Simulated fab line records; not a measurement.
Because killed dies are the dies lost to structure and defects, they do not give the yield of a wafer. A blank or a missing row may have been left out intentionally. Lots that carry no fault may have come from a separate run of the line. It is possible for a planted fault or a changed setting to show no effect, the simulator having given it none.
The tool behind it: which one? || flow n5Finfet || Sampling: 6 lots, 18 wafers, 3 of 1938 route steps

## WHAT EACH GAUGE READ, for each wafer
N5_BEOL_M7_THK_MEAS_01.
{"lot": "L442", "measured": "day 8 23:53", "on": "filmMetro-01", "M7_ILD_THK (nm)": "151.2 156.4 156.1"}
{"lot": "L443", "measured": "day 9 15:26", "on": "filmMetro-02", "M7_ILD_THK (nm)": "156.4 153.6 156.5"}
{"lot": "L450", "measured": "day 11 05:25", "on": "filmMetro-01", "M7_ILD_THK (nm)": "156.3 157.6 155.1"}
{"lot": "L451", "measured": "day 11 08:13", "on": "filmMetro-01", "M7_ILD_THK (nm)": "157.6 155.4 156.2"}
{"lot": "L456", "measured": "day 13 12:20", "on": "filmMetro-01", "M7_ILD_THK (nm)": "154.9 155.0 154.4"}
{"lot": "L463", "measured": "day 15 02:04", "on": "filmMetro-02", "M7_ILD_THK (nm)": "152.2 155.2 156.3"}

## TOOL THAT RAN EACH LOT (tool first, then ch and the chambers of the sampled wafers, then the start)
{"lot": "L442", "N5_BEOL_M6_SPUTTER_48": "pvdSputter-02, day 8 22:19", "N5_BEOL_M7_ILD_DEP_00": "pecvd-04 ch 0,1, day 8 23:18"}
{"lot": "L443", "N5_BEOL_M6_SPUTTER_48": "pvdSputter-03, day 9 13:38", "N5_BEOL_M7_ILD_DEP_00": "pecvd-03 ch 0,1,2, day 9 14:51"}
{"lot": "L450", "N5_BEOL_M6_SPUTTER_48": "pvdSputter-03, day 11 02:46", "N5_BEOL_M7_ILD_DEP_00": "pecvd-02 ch 0,1, day 11 04:20"}
{"lot": "L451", "N5_BEOL_M6_SPUTTER_48": "pvdSputter-03, day 11 06:38", "N5_BEOL_M7_ILD_DEP_00": "pecvd-02 ch 0,1, day 11 07:38"}
{"lot": "L456", "N5_BEOL_M6_SPUTTER_48": "pvdSputter-02, day 13 10:32", "N5_BEOL_M7_ILD_DEP_00": "pecvd-03 ch 1,2, day 13 11:44"}
{"lot": "L463", "N5_BEOL_M6_SPUTTER_48": "pvdSputter-02, day 15 00:21", "N5_BEOL_M7_ILD_DEP_00": "pecvd-04 ch 0,2, day 15 01:29"}
- N5_BEOL_M6_SPUTTER_48: material Cu, target thk 10 nm, time 1.667 s.
- N5_BEOL_M7_ILD_DEP_00: deposits SiCOH lowk from DEMS/porogen, target thk 179.75 nm, time 33.4 s.

## THE ANSWER, worked out from the rows above alone
Rule: the usual values come from the lots themselves. Put in order of their means at a reading, lots are off if they are a third of the lots or fewer, leave a main group of 4 or more, and stand apart from it by a gap of 3 or more times the standard deviation of the main group's means; of several such gaps the widest counts. Not used: any main group whose means are identical at the precision the tables above print for the reading. Also off: a lot with no number at a reading for which 4 or more lots have one. Any other lot the step has rows for is counted as sound.
Across all readings shown, no lot is off: no conclusion can be drawn from this.

## WHAT THE SIMULATOR PUT IN
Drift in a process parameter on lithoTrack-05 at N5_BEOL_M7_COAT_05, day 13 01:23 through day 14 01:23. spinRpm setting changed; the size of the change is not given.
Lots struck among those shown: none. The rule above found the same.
